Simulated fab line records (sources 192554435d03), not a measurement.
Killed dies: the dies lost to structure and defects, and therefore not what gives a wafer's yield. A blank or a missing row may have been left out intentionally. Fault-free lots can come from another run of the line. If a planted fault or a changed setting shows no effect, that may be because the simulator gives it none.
fab line records + flow n5_finfet
record:
- lots: 7
- wafers: 21
route steps=1938 shown SDB@348 HKMG_FIN@424 GATE_CUT@490
start_h: hours from the record's opening day to when the first of the lot's shown wafers began + wait_h: hours from the lot's prior step to this one + " repeats the value in the row above + L1.1+2: one row covering several wafers at once + - no value, or no start was given + * or withheld: withheld + < > ~ a bound
route shown NAME@n: NAME is a module with steps in the file, n the number in the route of the first one + usual: mean/standard deviation taken from wafers without a fault + same: alike in all rows + chamber/n: place in a boat + sites: the reading at each site + _std_site: standard deviation across them + _edge_site: mean of outer sites minus mean of inner sites + radius_mm: how far each site lies from the wafer's centre + mask NAME#n: copy n + behind: the last tool/chamber to shape the wafer + hold: cause of the lot's hold/its duration in hours/its outcome + device: names the non-switching transistor (n, p or np) + end of line: the same wafers' tests at the end of the route + where a step has no rows: the recipe by itself + killed: not the wafer's yield, but the dies lost to structure and defects at the first sort + map: the dies of a wafer, with x for killed, . for not killed, _ for no die there
set.NAME: setting as actually run; set.NAME@STEP: the setting as run at that earlier step + model.NAME: the simulator's own value behind a step, which no gauge read
lots whose settings were changed on purpose; a table a step, a row a wafer
== steps ==
step: N5_SDB_COAT_03
recipe:
- resist: SOC
- temp_c: 250
- time_s: 60
- spin_rpm: 1500
- resist_thk_nm: 100
| lot.wafer | tool           | chamber | start_h | wait_h | set.spin_rpm | model.SOC_of_SDB_COAT_03.thk_nm |
|-----------|----------------|---------|---------|--------|--------------|---------------------------------|
| L074.1    | litho_track-01 | 0       | 66.63   | 0.1    | 1500         | 99.6                            |
| L074.4    | "              | 0       | "       | "      | 1500         | 99.2                            |
| L074.6    | "              | 0       | "       | "      | 1500         | 99.4                            |
| L079.1    | litho_track-01 | 0       | 99.45   | 0.1    | 1500         | 99.8                            |
| L079.2    | "              | 0       | "       | "      | 1500         | 100                             |
| L079.3    | "              | 0       | "       | "      | 1500         | 100.2                           |
| L080.1    | litho_track-01 | 0       | 102.17  | 0.1    | 1650         | 95.6                            |
| L080.2    | "              | 0       | "       | "      | 1500         | 100.2                           |
| L080.3    | "              | 0       | "       | "      | 1500         | 99.8                            |
| L082.2+3  | litho_track-01 | 0       | 113.49  | 0.1    | 1500         | 99.4                            |
| L082.5    | "              | 0       | "       | "      | 1369         | 103.8                           |
| L085.1    | litho_track-05 | 0       | 134.05  | 0.1    | 1500         | 99.6                            |
| L085.3    | "              | 0       | "       | "      | 1500         | 99.4                            |
| L085.4    | "              | 0       | "       | "      | 1500         | 99.8                            |
| L086.1    | litho_track-05 | 0       | 141.31  | 0.1    | 1500         | 100                             |
| L086.5    | "              | 0       | "       | "      | 1338         | 105.8                           |
| L086.6    | "              | 0       | "       | "      | 1500         | 99.8                            |
| L089.4    | litho_track-04 | 0       | 155.34  | 0.0    | 1500         | 100.2                           |
| L089.5+6  | "              | 0       | "       | "      | 1618         | 96.6                            |
step: N5_SDB_COAT_04
recipe:
- resist: SiARC
- temp_c: 220
- time_s: 60
- spin_rpm: 1500
- resist_thk_nm: 18
step: N5_SDB_COAT_05
recipe:
- resist: CAR-ArF
- spin_rpm: 1500
- resist_thk_nm: 90
step: N5_SDB_DESCUM_16
recipe:
- chemistry: O2
- time_s: 7.9
- source_power_w: 50
- bias_power_w: 20
- pressure_mtorr: 20
- rf_frequency_hz: 2.712e+07
- temp_c: 40
- resist: CAR-ArF
- o2_flow_sccm: 225
step: N5_SDB_ETCH_17
recipe:
- chemistry: CF4
- target: SiARC
- target_depth_a: 234
- mask_material: CAR-ArF
- time_s: 39
- ion_energy_ev: 80
- pressure_mtorr: 40
- source_w: 545
- bias_w: 36
- Ar_flow_sccm: 100
- cf4_flow_sccm: 100
- ends: cleared
step: N5_SDB_ETCH_18
recipe:
- chemistry: N2/H2
- target: SOC
- target_depth_a: 1000
- overetch_a: 200
- mask_material: SiARC
- temp_c: 40
- time_s: 150
- ion_energy_ev: 200
- pressure_mtorr: 30
- source_w: 840
- bias_w: 150
- n2_flow_sccm: 200
- h2_flow_sccm: 200
| lot.wafer | tool        | chamber | start_h | wait_h | set.spin_rpm@SDB_COAT_03 | model.etch.depth_nm |
|-----------|-------------|---------|---------|--------|--------------------------|---------------------|
| L074.1    | rie_diel-06 | 1       | 67.08   | 0.0    | 1500                     | 99.66               |
| L074.4    | "           | 0       | "       | "      | 1500                     | 99.21               |
| L074.6    | "           | 2       | "       | "      | 1500                     | 99.32               |
| L079.1    | rie_diel-02 | 0       | 99.98   | 0.0    | 1500                     | 99.86               |
| L079.2    | "           | 1       | "       | "      | 1500                     | 99.96               |
| L079.3    | "           | 3       | "       | "      | 1500                     | 100.2               |
| L080.1    | rie_diel-02 | 0       | 102.80  | 0.0    | 1650                     | 95.51               |
| L080.2    | "           | 3       | "       | "      | 1500                     | 100.2               |
| L080.3    | "           | 2       | "       | "      | 1500                     | 99.84               |
| L082.2    | rie_diel-02 | 1       | 114.01  | 0.0    | 1500                     | 99.32               |
| L082.3    | "           | 0       | "       | "      | 1500                     | 99.33               |
| L082.5    | "           | 3       | "       | "      | 1369                     | 103.7               |
| L085.1    | rie_diel-02 | 0       | 134.84  | 0.0    | 1500                     | 99.52               |
| L085.3    | "           | 2       | "       | "      | 1500                     | 99.45               |
| L085.4    | "           | 3       | "       | "      | 1500                     | 99.84               |
| L086.1    | rie_diel-06 | 1       | 141.83  | 0.0    | 1500                     | 99.92               |
| L086.5    | "           | 2       | "       | "      | 1338                     | 105.9               |
| L086.6    | "           | 1       | "       | "      | 1500                     | 99.77               |
| L089.4    | rie_diel-04 | 3       | 155.87  | 0.0    | 1500                     | 100.1               |
| L089.5    | "           | 1       | "       | "      | 1618                     | 96.58               |
| L089.6    | "           | 2       | "       | "      | 1618                     | 96.65               |
step: N5_SDB_STRIP_19
recipe:
- chemistry: N2/H2
- temp_c: 40
- n2_flow_sccm: 200
- h2_flow_sccm: 200
- rf_frequency_hz: 6e+07
step: N5_SDB_STRIP_21
recipe:
- chemistry: CF4
- resist: SiARC
- power_w: 300
- bias_power_w: 75
- pressure_mtorr: 50
- cf4_flow_sccm: 150
- rf_frequency_hz: 6e+07
step: N5_SDB_HM_OPEN_20
recipe:
- chemistry: CH3F/O2
- target: SiNx
- mask_material: SOC
- target_depth_a: 240
- stop_on: poly-Si
- over_etch_frac: 0.4
- ion_energy_ev: 120
- pressure_mtorr: 30
- source_w: 395
- bias_w: 73
- Ar_flow_sccm: 150
- CH3F_flow_sccm: 30
- O2_flow_sccm: 20
| lot.wafer | tool        | chamber | start_h | wait_h | set.spin_rpm@SDB_COAT_03 | model.SOC_of_SDB_COAT_03.thk_nm |
|-----------|-------------|---------|---------|--------|--------------------------|---------------------------------|
| L074.1    | rie_diel-06 | 1       | 67.24   | 0.0    | 1500                     | 84                              |
| L074.4    | "           | 2       | "       | "      | 1500                     | 83.4                            |
| L074.6    | "           | 1       | "       | "      | 1500                     | 83.6                            |
| L079.1+2  | rie_diel-02 | 0,1     | 100.14  | 0.0    | 1500                     | 84.2                            |
| L079.3    | "           | 3       | "       | "      | 1500                     | 84.8                            |
| L080.1    | rie_diel-02 | 0       | 102.96  | 0.0    | 1650                     | 79.8                            |
| L080.2    | "           | 3       | "       | "      | 1500                     | 84.6                            |
| L080.3    | "           | 2       | "       | "      | 1500                     | 83.6                            |
| L082.2+3  | rie_diel-02 | 1,0     | 114.17  | 0.0    | 1500                     | 83.8                            |
| L082.5    | "           | 3       | "       | "      | 1369                     | 88.2                            |
| L085.1    | rie_diel-02 | 0       | 135.00  | 0.0    | 1500                     | 83.8                            |
| L085.3    | "           | 2       | "       | "      | 1500                     | 83.4                            |
| L085.4    | "           | 3       | "       | "      | 1500                     | 84.4                            |
| L086.1    | rie_diel-06 | 1       | 141.99  | 0.0    | 1500                     | 84.4                            |
| L086.5    | "           | 2       | "       | "      | 1338                     | 90                              |
| L086.6    | "           | 1       | "       | "      | 1500                     | 84.2                            |
| L089.4    | rie_diel-04 | 3       | 156.03  | 0.0    | 1500                     | 84                              |
| L089.5    | "           | 1       | "       | "      | 1618                     | 81.2                            |
| L089.6    | "           | 2       | "       | "      | 1618                     | 80.6                            |
step: N5_SDB_STRIP_22
recipe:
- chemistry: N2/H2
- power_w: 1000
- temp_c: 250
- h2_frac: 0.65
- overash_fraction: 0.3
- pressure_mtorr: withheld
- n2_flow_sccm: 1750
- h2_flow_sccm: 3250
usual:
- strip_time_to_endpoint_s: 96.5/0.42
| lot.wafer | tool            | chamber | start_h | wait_h | set.spin_rpm@SDB_COAT_03 | strip_time_to_endpoint_s |
|-----------|-----------------|---------|---------|--------|--------------------------|--------------------------|
| L074.1    | plasma_asher-01 | 0       | 67.41   | 0.1    | 1500                     | 96.2                     |
| L074.4    | "               | 1       | "       | "      | 1500                     | 95.6                     |
| L074.6    | "               | 0       | "       | "      | 1500                     | 95.8                     |
| L079.1    | plasma_asher-01 | 0       | 100.22  | 0.1    | 1500                     | 96.4                     |
| L079.2    | "               | 1       | "       | "      | 1500                     | 96.3                     |
| L079.3    | "               | 0       | "       | "      | 1500                     | 96.9                     |
| L080.1    | plasma_asher-01 | 1       | 103.05  | 0.1    | 1650                     | 92.3                     |
| L080.2    | "               | 0       | "       | "      | 1500                     | 96.8                     |
| L080.3    | "               | 0       | "       | "      | 1500                     | 95.8                     |
| L082.2    | plasma_asher-02 | 1       | 114.25  | 0.1    | 1500                     | 96.0                     |
| L082.3    | "               | 0       | "       | "      | 1500                     | 96.0                     |
| L082.5    | "               | 1       | "       | "      | 1369                     | 100.2                    |
| L085.1    | plasma_asher-02 | 1       | 135.08  | 0.1    | 1500                     | 96.1                     |
| L085.3    | "               | 0       | "       | "      | 1500                     | 95.6                     |
| L085.4    | "               | 1       | "       | "      | 1500                     | 96.6                     |
| L086.1    | plasma_asher-02 | 0       | 142.13  | 0.1    | 1500                     | 96.5                     |
| L086.5    | "               | 0       | "       | "      | 1338                     | 101.9                    |
| L086.6    | "               | 1       | "       | "      | 1500                     | 96.4                     |
| L089.4    | plasma_asher-02 | 0       | 156.22  | 0.2    | 1500                     | 96.3                     |
| L089.5    | "               | 0       | "       | "      | 1618                     | 93.6                     |
| L089.6    | "               | 1       | "       | "      | 1618                     | 92.9                     |
step: N5_HKMG_FIN_COAT_06
recipe:
- resist: CAR-ArF
- spin_rpm: 1500
- resist_thk_nm: 90
| lot.wafer | tool           | chamber | start_h | wait_h | set.spin_rpm | model.CAR-ArF_of_HKMG_FIN_COAT_06.thk_nm |
|-----------|----------------|---------|---------|--------|--------------|------------------------------------------|
| L074.1+4  | litho_track-02 | 0       | -       | -      | 1500         | 90                                       |
| L074.6    | "              | 0       | "       | "      | 1500         | 89.8                                     |
| L079.1+3  | litho_track-04 | 0       | -       | -      | 1500         | 89.6                                     |
| L079.2    | "              | 0       | "       | "      | 1446         | 91.2                                     |
| L080.1+2  | litho_track-03 | 0       | -       | -      | 1500         | 90                                       |
| L080.3    | "              | 0       | "       | "      | 1500         | 89.8                                     |
| L082.2    | litho_track-02 | 0       | -       | -      | 1500         | 89.8                                     |
| L082.3    | "              | 0       | "       | "      | 1500         | 90                                       |
| L082.5    | "              | 0       | "       | "      | 1544         | 88.8                                     |
| L085.1    | litho_track-02 | 0       | -       | -      | 1545         | 88.4                                     |
| L085.3    | "              | 0       | "       | "      | 1545         | 88.6                                     |
| L085.4    | "              | 0       | "       | "      | 1500         | 90                                       |
| L086.1    | litho_track-03 | 0       | -       | -      | 1585         | 87.4                                     |
| L086.5    | "              | 0       | "       | "      | 1585         | 87.6                                     |
| L086.6    | "              | 0       | "       | "      | 1500         | 90.4                                     |
| L089.4+5  | litho_track-04 | 0       | -       | -      | 1649         | 85.8                                     |
| L089.6    | "              | 0       | "       | "      | 1500         | 90.2                                     |
step: N5_HKMG_FIN_EXPOSE_09
recipe:
- mask_id: NWFM
- na: 1.35
- source_shape: conventional
- sigma_outer: 0.8
- polarization: unpolarized
- dose_mj: 39.25
| lot.wafer  | tool            | chamber | start_h | wait_h | mask   | set.dose_mj |
|------------|-----------------|---------|---------|--------|--------|-------------|
| L074.1+4+6 | arfi_scanner-01 | 0       | 76.15   | -      | NWFM#0 | 39.25       |
| L079.1+2+3 | arfi_scanner-02 | 0       | 108.85  | -      | NWFM#0 | 39.25       |
| L080.1+3   | arfi_scanner-01 | 0       | 111.68  | -      | NWFM#0 | 39.25       |
| L080.2     | "               | 0       | "       | "      | NWFM#0 | 37.4        |
| L082.2+3+5 | arfi_scanner-01 | 0       | 122.86  | -      | NWFM#0 | 39.25       |
| L085.1+3   | arfi_scanner-03 | 0       | 143.96  | -      | NWFM#0 | 39.25       |
| L085.4     | "               | 0       | "       | "      | NWFM#0 | 37.13       |
| L086.1+6   | arfi_scanner-02 | 0       | 150.64  | -      | NWFM#0 | 36.63       |
| L086.5     | "               | 0       | "       | "      | NWFM#0 | 39.25       |
| L089.4+5+6 | arfi_scanner-01 | 0       | 164.65  | -      | NWFM#0 | 40.98       |
step: N5_HKMG_FIN_PEB_10
recipe:
- peb_temp_c: withheld
- peb_time_s: 60
- resist: CAR-ArF
step: N5_HKMG_FIN_DEVELOP_11
recipe:
- develop_time_s: 30
- developer: TMAH
- resist: CAR-ArF
- dev_temp_c: 23
- rinse_liquid: diw
- dry: air_spin
| lot.wafer | tool           | chamber | start_h | wait_h | set.spin_rpm@HKMG_FIN_COAT_06 | model.CAR-ArF_of_HKMG_FIN_COAT_06.thk_nm |
|-----------|----------------|---------|---------|--------|-------------------------------|------------------------------------------|
| L074.1    | litho_track-02 | 0       | -       | -      | 1500                          | 88.4                                     |
| L074.4+6  | "              | 0       | "       | "      | 1500                          | 88.2                                     |
| L079.1+3  | litho_track-03 | 0       | -       | -      | 1500                          | 87.8                                     |
| L079.2    | "              | 0       | "       | "      | 1446                          | 89.4                                     |
| L080.1    | litho_track-04 | 0       | -       | -      | 1500                          | 88.2                                     |
| L080.2    | "              | 0       | "       | "      | 1500                          | 88.4                                     |
| L080.3    | "              | 0       | "       | "      | 1500                          | 88                                       |
| L082.2+3  | litho_track-04 | 0       | -       | -      | 1500                          | 88.2                                     |
| L082.5    | "              | 0       | "       | "      | 1544                          | 87.2                                     |
| L085.1    | litho_track-02 | 0       | -       | -      | 1545                          | 86.6                                     |
| L085.3    | "              | 0       | "       | "      | 1545                          | 86.8                                     |
| L085.4    | "              | 0       | "       | "      | 1500                          | 88.2                                     |
| L086.1+5  | litho_track-02 | 0       | -       | -      | 1585                          | 85.8                                     |
| L086.6    | "              | 0       | "       | "      | 1500                          | 88.6                                     |
| L089.4+5  | litho_track-02 | 0       | -       | -      | 1649                          | 84.2                                     |
| L089.6    | "              | 0       | "       | "      | 1500                          | 88.6                                     |
step: N5_HKMG_FIN_CD_MEAS_12
recipe:
- target_cd_nm: 92.8
- landing_energy_ev: 500
- detector: se_inlens
usual:
- cd_nm: 93.3/0.79
| lot.wafer | tool      | chamber | start_h | wait_h | set.dose_mj@HKMG_FIN_EXPOSE_09 | cd_nm |
|-----------|-----------|---------|---------|--------|--------------------------------|-------|
| L074.1    | cd_sem-02 | 0       | 76.27   | -      | 39.25                          | 93.6  |
| L074.4    | "         | 0       | "       | "      | 39.25                          | 94.7  |
| L074.6    | "         | 0       | "       | "      | 39.25                          | 94.1  |
| L079.1    | cd_sem-02 | 0       | 108.97  | -      | 39.25                          | 91.5  |
| L079.2    | "         | 0       | "       | "      | 39.25                          | 92.9  |
| L079.3    | "         | 0       | "       | "      | 39.25                          | 93.4  |
| L080.1    | cd_sem-03 | 0       | 111.81  | -      | 39.25                          | 93.5  |
| L080.2    | "         | 0       | "       | "      | 37.4                           | 89.1  |
| L080.3    | "         | 0       | "       | "      | 39.25                          | 93.3  |
| L082.2    | cd_sem-02 | 0       | 122.98  | -      | 39.25                          | 92.9  |
| L082.3    | "         | 0       | "       | "      | 39.25                          | 93.2  |
| L082.5    | "         | 0       | "       | "      | 39.25                          | 91.5  |
| L085.1    | cd_sem-02 | 0       | 144.08  | -      | 39.25                          | 94.2  |
| L085.3    | "         | 0       | "       | "      | 39.25                          | 94.6  |
| L085.4    | "         | 0       | "       | "      | 37.13                          | 91.1  |
| L086.1    | cd_sem-03 | 0       | 150.77  | -      | 36.63                          | 89.5  |
| L086.5    | "         | 0       | "       | "      | 39.25                          | 93.3  |
| L086.6    | "         | 0       | "       | "      | 36.63                          | 88.8  |
| L089.4    | cd_sem-01 | 0       | 164.76  | -      | 40.98                          | 96.1  |
| L089.5    | "         | 0       | "       | "      | 40.98                          | 96.5  |
| L089.6    | "         | 0       | "       | "      | 40.98                          | 96.6  |
step: N5_GATE_CUT_DESCUM_18
recipe:
- chemistry: O2
- time_s: 7
- source_power_w: 50
- bias_power_w: 20
- pressure_mtorr: 20
- rf_frequency_hz: 2.712e+07
- temp_c: 40
- resist: CAR-EUV
- o2_flow_sccm: 225
| lot.wafer  | tool        | chamber | start_h | wait_h | set.time_s | model.CAR-EUV_of_GATE_CUT_COAT_07.thk_nm |
|------------|-------------|---------|---------|--------|------------|------------------------------------------|
| L074.1+6   | rie_diel-01 | 3,0     | 84.84   | 0.2    | 7          | 26                                       |
| L074.4     | "           | 0       | "       | "      | 7          | 26.2                                     |
| L079.1+2   | rie_diel-03 | 1,3     | 117.97  | 0.5    | 6.059      | 26.6                                     |
| L079.3     | "           | 2       | "       | "      | 7          | 26.2                                     |
| L080.1     | rie_diel-05 | 2       | 120.21  | 0.0    | 7.916      | 25.4                                     |
| L080.2     | "           | 3       | "       | "      | 7.916      | 25.6                                     |
| L080.3     | "           | 1       | "       | "      | 7          | 26.2                                     |
| L082.2     | rie_diel-01 | 3       | 131.58  | 0.0    | 7          | 26                                       |
| L082.3+5   | "           | 2,0     | "       | "      | 7.809      | 25.8                                     |
| L085.1+4   | rie_diel-03 | 2,3     | 152.48  | 0.0    | 6.518      | 26.2                                     |
| L085.3     | "           | 0       | "       | "      | 7          | 25.8                                     |
| L086.1+5+6 | rie_diel-03 | 0,3,2   | 160.25  | 0.6    | 6.425      | 26.4                                     |
| L089.4+5   | rie_diel-03 | 0,1     | 173.04  | 0.0    | 5.493      | 26.6                                     |
| L089.6     | "           | 2       | "       | "      | 7          | 25.8                                     |
step: N5_GATE_CUT_ETCH_28
recipe:
- chemistry: N2/H2
- target: underlayer
- target_depth_a: 130
- mask_material: CAR-EUV
- time_s: 10.4
- ion_energy_ev: 200
- pressure_mtorr: 30
- source_w: 840
- bias_w: 150
- n2_flow_sccm: 200
- h2_flow_sccm: 200
- ends: cleared
| lot.wafer | tool        | chamber | start_h | wait_h | set.time_s@GATE_CUT_DESCUM_18 | model.CAR-EUV_of_GATE_CUT_COAT_07.thk_nm |
|-----------|-------------|---------|---------|--------|-------------------------------|------------------------------------------|
| L074.1    | rie_diel-01 | 3       | 84.89   | 0.0    | 7                             | 14.6                                     |
| L074.4+6  | "           | 0       | "       | "      | 7                             | 14.8                                     |
| L079.1+2  | rie_diel-03 | 1,3     | 118.00  | 0.0    | 6.059                         | 15.2                                     |
| L079.3    | "           | 2       | "       | "      | 7                             | 14.6                                     |
| L080.1+2  | rie_diel-05 | 2,3     | 120.25  | 0.0    | 7.916                         | 14.2                                     |
| L080.3    | "           | 1       | "       | "      | 7                             | 14.6                                     |
| L082.2    | rie_diel-01 | 3       | 131.62  | 0.0    | 7                             | 14.6                                     |
| L082.3    | "           | 2       | "       | "      | 7.809                         | 14.6                                     |
| L082.5    | "           | 0       | "       | "      | 7.809                         | 14.4                                     |
| L085.1    | rie_diel-03 | 2       | 152.51  | 0.0    | 6.518                         | 14.6                                     |
| L085.3    | "           | 0       | "       | "      | 7                             | 14.6                                     |
| L085.4    | "           | 3       | "       | "      | 6.518                         | 14.8                                     |
| L086.1    | rie_diel-03 | 0       | 160.29  | 0.0    | 6.425                         | 15.2                                     |
| L086.5+6  | "           | 3,2     | "       | "      | 6.425                         | 14.8                                     |
| L089.4    | rie_diel-03 | 0       | 173.07  | 0.0    | 5.493                         | 15.4                                     |
| L089.5    | "           | 1       | "       | "      | 5.493                         | 15.2                                     |
| L089.6    | "           | 2       | "       | "      | 7                             | 14.2                                     |
== key ==
split:
- step: N5_SDB_COAT_03
- setting: spin_rpm
- stated: 1500
- by: wafer
response:
- step: N5_SDB_COAT_03
- reading: model.SOC_of_SDB_COAT_03.thk_nm
- change: -0.492
- per: 1%
- r: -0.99
response:
- step: N5_SDB_ETCH_18
- reading: model.etch.depth_nm
- change: -0.497
- per: 1%
- r: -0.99
response:
- step: N5_SDB_HM_OPEN_20
- reading: model.SOC_of_SDB_COAT_03.thk_nm
- change: -0.472
- per: 1%
- r: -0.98
response:
- step: N5_SDB_STRIP_22
- reading: strip_time_to_endpoint_s
- change: *
- per: 1%
- r: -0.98
split:
- step: N5_HKMG_FIN_COAT_06
- setting: spin_rpm
- stated: 1500
- by: wafer
response:
- step: N5_HKMG_FIN_COAT_06
- reading: model.CAR-ArF_of_HKMG_FIN_COAT_06.thk_nm
- change: -0.456
- per: 1%
- r: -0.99
response:
- step: N5_HKMG_FIN_DEVELOP_11
- reading: model.CAR-ArF_of_HKMG_FIN_COAT_06.thk_nm
- change: -0.451
- per: 1%
- r: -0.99
split:
- step: N5_HKMG_FIN_EXPOSE_09
- setting: dose_mj
- stated: 39.25
- by: wafer
response:
- step: N5_HKMG_FIN_CD_MEAS_12
- reading: cd_nm
- change: +0.688
- per: 1%
- r: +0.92
split:
- step: N5_GATE_CUT_DESCUM_18
- setting: time_s
- stated: 7
- by: wafer
response:
- step: N5_GATE_CUT_DESCUM_18
- reading: model.CAR-EUV_of_GATE_CUT_COAT_07.thk_nm
- change: -0.037
- per: 1%
- r: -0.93
response:
- step: N5_GATE_CUT_ETCH_28
- reading: model.CAR-EUV_of_GATE_CUT_COAT_07.thk_nm
- change: -0.039
- per: 1%
- r: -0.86
